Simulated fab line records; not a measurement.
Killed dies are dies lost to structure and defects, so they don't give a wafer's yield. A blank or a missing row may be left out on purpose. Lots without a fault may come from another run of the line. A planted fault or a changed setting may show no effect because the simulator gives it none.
A struck lot beside a sound one	flow n5Finfet	16 out of 1938 route steps
Sound: the wafers L115.1, L115.2, L115.5. Struck: wafer L130.3; the same lot's L130.6 was not struck, so it is left out; see the end for the cause.
Per side, at each step with rows, come the tool, then ch with its chambers, and then its first start. Under that, the readings that differ: sound wafers	struck wafers	difference of the means	sigmas: that difference in standard deviations of wafers without a fault.
alike: readings whose means differ by less than 2 such deviations, and words and numbers that are the same on both sides. not compared: withheld readings, readings that some wafer has no value for, bounds like >300 that may hide the same value, and numbers for which the record gives no deviation and whose values overlap.
Wherever a step has rows on one side only, a row that says differs or no value, or a row with sigmas, the two part there. Numbers that have no deviation but don't overlap get no sigmas and don't part them. A reading missing from all wafers of one side parts the sides only when that side holds two or more wafers.

first, 8 steps without rows for these wafers: N5_BEOL_M2_COAT_68 (time 60 s, resist thk 12 nm); N5_BEOL_M2_COAT_76 (time 60 s, resist thk 5 nm); N5_BEOL_M2_COAT_22 (resist thk 30 nm); N5_BEOL_M2_EBR_24; N5_BEOL_M2_SOFTBAKE_23 (time 60 s); N5_BEOL_M2_EXPOSE_25 (exposes mask V1, defocus 5 nm); N5_BEOL_M2_PEB_26 (peb time 60 s); N5_BEOL_M2_DEVELOP_27 (develop time 30 s).
N5_BEOL_M2_CD_MEAS_28: target cd 26.2 nm, target cd y 24.1 nm.
  sound on cdSem-03 ch 0, day 6 21:17; struck on cdSem-02 ch 0, day 11 00:44
  alike: cdNm
N5_BEOL_M2_OVL_MEAS_29:
  sound on overlay-02 ch 0, day 6 21:19; struck on overlay-02 ch 0, day 11 00:47
  alike: V1_OVL
N5_BEOL_M2_INSPECT_30: inspects for defects (brightfield).
  sound on defectInspect-01, day 6 21:22; struck on defectInspect-01, day 11 00:49
  alike: rawDefectCount
N5_BEOL_M2_DESCUM_33: chemistry O2, time 7 s.
  sound on rieDiel-04 ch 0,1,3, day 6 21:25; struck on rieDiel-03 ch 0, day 11 00:52
  alike: drypumpMotorCurrentA, oesProductAu, rfVppV, showerheadPlenumPTorr, throttleValvePct
  not compared: rfHoursCounterH
N5_BEOL_M2_ETCH_77: etches underlayer in N2/H2, target depth 6.5 nm, time 5.2 s.
  sound on rieDiel-04 ch 0,1,3, day 6 21:26; struck on rieDiel-03 ch 0, day 11 00:53
reading	sound	struck	difference	sigmas
etchRfOnTimeS (s)	5.42 5.32 5.03	3.85	-1.41	-6
  alike: biasW, drypumpMotorCurrentA, oesProductAu, rfVppV, showerheadPlenumPTorr, throttleValvePct
  not compared: rfHoursCounterH
N5_BEOL_M2_ETCH_69: etches SiARC in CF4, target depth 15.6 nm, time 26 s.
  sound on rieDiel-04 ch 0,1,3, day 6 21:28; struck on rieDiel-03 ch 0, day 11 00:55
  alike: biasW, drypumpMotorCurrentA, etchRfOnTimeS, oesProductAu, rfVppV, showerheadPlenumPTorr, throttleValvePct
  not compared: rfHoursCounterH
-- a jump in the record: the struck wafers' starts before and after are 3 days apart (it breaks off in module BEOL_M2 and resumes in module BEOL_M4, where the first step shown is number 1111 of the route) --
N5_BEOL_M4_RC_MEAS_101:
  sound on prober-01 ch 0, day 8 18:06; struck on prober-01 ch 0, day 14 10:09
  alike: DIBL_N, DIBL_P, IOFF_N, IOFF_P, ION_N, ION_P, SS_N, SS_P, VT_N, VT_P
-- here the record skips 4 days between the struck wafers' starts before and after, leaving off in module BEOL_M4 and picking up in module PASSIVATION (first step shown: number 1936 of the route) --
N5_PASSIVATION_PROBE_49:
  sound on prober-01, day 13 04:06; struck on prober-02, day 18 20:28
reading	sound	struck	difference	sigmas
killedAtFrontEnd	40 43 36	69	+29	+3
sort_bin_5_function (%)	5.5 5.3 4.8	7.7	+2.5	+2
  alike: defectLimitedYield, killed_at_M0_to_M3, killed_at_M4_up, killedAtContacts, killedAtOther, killedDies, killedOpen, killedShort, sort_bin_4_leakage, sort_bin_6_memory, sort_bin_8_speed, sortNPass

== WHERE THEY PART ==
At N5_BEOL_M2_ETCH_77 first; at N5_PASSIVATION_PROBE_49 last (within this record only).

WHY: the cause the simulator had injected
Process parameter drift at N5_BEOL_M2_ETCH_77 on rieDiel-03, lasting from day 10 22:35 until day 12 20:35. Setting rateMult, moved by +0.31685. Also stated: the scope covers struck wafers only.
